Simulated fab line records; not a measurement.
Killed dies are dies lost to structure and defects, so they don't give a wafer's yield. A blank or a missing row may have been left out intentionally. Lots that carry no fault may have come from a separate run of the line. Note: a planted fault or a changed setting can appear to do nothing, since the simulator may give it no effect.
Problem report in the 8D (eight disciplines) form, filled by code | flow n5 finfet | the parts of the form that need people (team, actions taken, sign-off) are left out

## 1. WHAT IS WRONG
Across 6 wafers from 2 lots, VG_OVL at N5_MOL_CONTACT_COAG_OVL_MEAS_85 averages 12.0 nm, while fault-free wafers read -0.4 nm with a standard deviation of 0.6. That puts it +21 standard deviations away from the usual mean.
Seen first at day 8 16:09 on overlay-02, wafer L996.2. At this step, 27 wafers from 9 lots have a number in the record. By rule, "out" or "out of limits" means more than 4 standard deviations away from the usual mean. The rest of the wafers with a number are treated as sound.

## 2. WHAT IT IS, WHAT IT ISN'T
question                    | is                     | is not
which readings at this step | VG_OVL                 | -
which lots                  | L996, L997             | L105, L982, L986, L987, L989, L998, L999
which wafers of those lots  | all that have a number | -
read on which gauges        | overlay-02             | overlay-01
when                        | from day 8 16:09       | up to then (12 sound wafers); but 9 sound wafers of L105, L998, L999 came after

## 3. WHAT RULES OUT EACH SUSPECT
Counting: a tool at a process step up to the reading stays a suspect if it ran every lot that is out and no sound lot after the first of them.
- the gauge at N5_MOL_CONTACT_COAG_OVL_MEAS_85 has been ruled out. All the wafers that are out were read on overlay-02, but those of them that N5_PASSIVATION_PROBE_49 has rows for are out there too, on other tools.
- ald metal-02 at N5_MOL_CONTACT_COAG_ALD_20 (deposits TiN, target thk 1.5 nm, pulse time 1 s, purge time 3 s): ruled out as a lasting fault. After its first lot that is out, L996 (day 8 07:58), sound lots L999, L105 ran on it.
- euv scanner-01 at N5_MOL_CONTACT_COAG_EXPOSE_81 (exposes mask VG, defocus 0 nm): kept. Every lot that is out went through it, starting with L996 (day 8 15:59), and after that it ran no sound lot; the last sound lot it ran before then is L987 (day 6 08:29).
The count leaves euv scanner-01 at N5_MOL_CONTACT_COAG_EXPOSE_81.

## 4. THE CAUSE (what the simulator had put in)
Scanner matching overlay: euv scanner-01, from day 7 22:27 on, at N5_MOL_CONTACT_COAG_EXPOSE_81. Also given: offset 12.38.
After counting, this tool was the only one left.

## 5. THE CHAIN OF EFFECTS, in route order
Each row: a reading whose mean over the struck wafers that have a number lies more than 3 standard deviations from the usual. Readings are gone through only where the record gives a usual standard deviation; hours: the median, over the lots, of the time from a lot's start at the first step in this table giving one to that lot's start at this step; sigmas: the change measured in usual standard deviations.
hours | step                            | reading              | usual   | on struck wafers | change | sigmas
0     | N5_MOL_CONTACT_COAG_OVL_MEAS_85 | VG_OVL               | -0.4 nm | 12.0             | +12.4  | +21
192   | N5_PASSIVATION_PROBE_49         | defect limited yield | 91.1 %  | 0.0              | -91.1  | -61
192   | N5_PASSIVATION_PROBE_49         | killed at contacts   | 12      | 1093             | +1081  | +99 or more
192   | N5_PASSIVATION_PROBE_49         | killed dies          | 105     | 1180             | +1075  | +60
192   | N5_PASSIVATION_PROBE_49         | killed on rim        | 14      | 152              | +138   | +36
192   | N5_PASSIVATION_PROBE_49         | sort_bin_5_function  | 5.1 %   | 51.8             | +46.7  | +51
192   | N5_PASSIVATION_PROBE_49         | sort n pass          | 1075    | 0                | -1075  | -60
192   | N5_PASSIVATION_PROBE_49         | sort yield pct       | 91.1 %  | 0.0              | -91.1  | -61
Here are the process steps it includes:
- N5_PASSIVATION_PROBE_49
Later measuring or inspecting steps at which every struck wafer that the step has a row for has a number for every such reading, and none has moved that far: N5_BEOL_M4_RC_MEAS_101.

## 6. WHAT WOULD HAVE CAUGHT IT SOONER
The first out-of-limits reading at a measuring or inspecting step in this record came at day 8 16:09, 18 hours after the fault's start at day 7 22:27.
Tool readings at N5_MOL_CONTACT_COAG_EXPOSE_81 with a usual standard deviation given in the record: none out on any struck wafer, hence no alarm at a limit of 4 standard deviations on them.
Lots out: 2; of these, L997 started N5_MOL_CONTACT_COAG_EXPOSE_81 on euv scanner-01 after day 8 16:09. Holding the tool at that time would have saved it.
